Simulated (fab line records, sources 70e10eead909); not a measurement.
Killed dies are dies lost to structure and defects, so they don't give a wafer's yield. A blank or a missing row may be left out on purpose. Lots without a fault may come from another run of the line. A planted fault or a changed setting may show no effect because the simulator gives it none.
Chamber matching | flow nand_harc | NHARC_A_SLIT_ETCH_24 on rie_diel-05: 4 sister chambers
The step etches the open film in CF4/CHF3, target depth 121 nm, time 60.5 s. 4 wafers are shown with their chamber, then 7 later ones without.

WAFERS WITH THEIR CHAMBER
wafer  | chamber | drypump_motor_current_A (A)
L972.2 | 0       | 6.0
L980.3 | 1       | 6.2
L983.1 | 2       | 5.5
L983.3 | 3       | 5.0

WAFERS WITHOUT THEIR CHAMBER
wafer  | drypump_motor_current_A (A)
L983.4 | 6.0
L982.1 | 6.3
L982.3 | 5.0
L982.4 | 5.5
L985.2 | 5.0
L985.4 | 5.5
L985.5 | 5.5

WHICH CHAMBER EACH WENT THROUGH
wafer  | from the rows above | in truth
L983.4 | 0                   | 0
L982.1 | 1                   | 1
L982.3 | 3                   | 3
L982.4 | 2                   | 2
L985.2 | 3                   | 3
L985.4 | 2                   | 2
L985.5 | 2                   | 2
Placed correctly: 7 of 7. Can't be placed from these rows: 0. Placed wrongly: 0.
How it was worked out, from the rows above alone: a wafer's distance from a chamber is the root of the sum, over the readings, of the square of ((its reading less the chamber's mean) divided by the reading's scatter). The wafer belongs to the nearest chamber; if the next one is less than 2 further off, it can't be placed. A chamber's mean is the mean of its shown wafers. The scatter: with one shown wafer a chamber, the root of the mean of the squares of how far each hidden wafer lies from its nearest shown one.
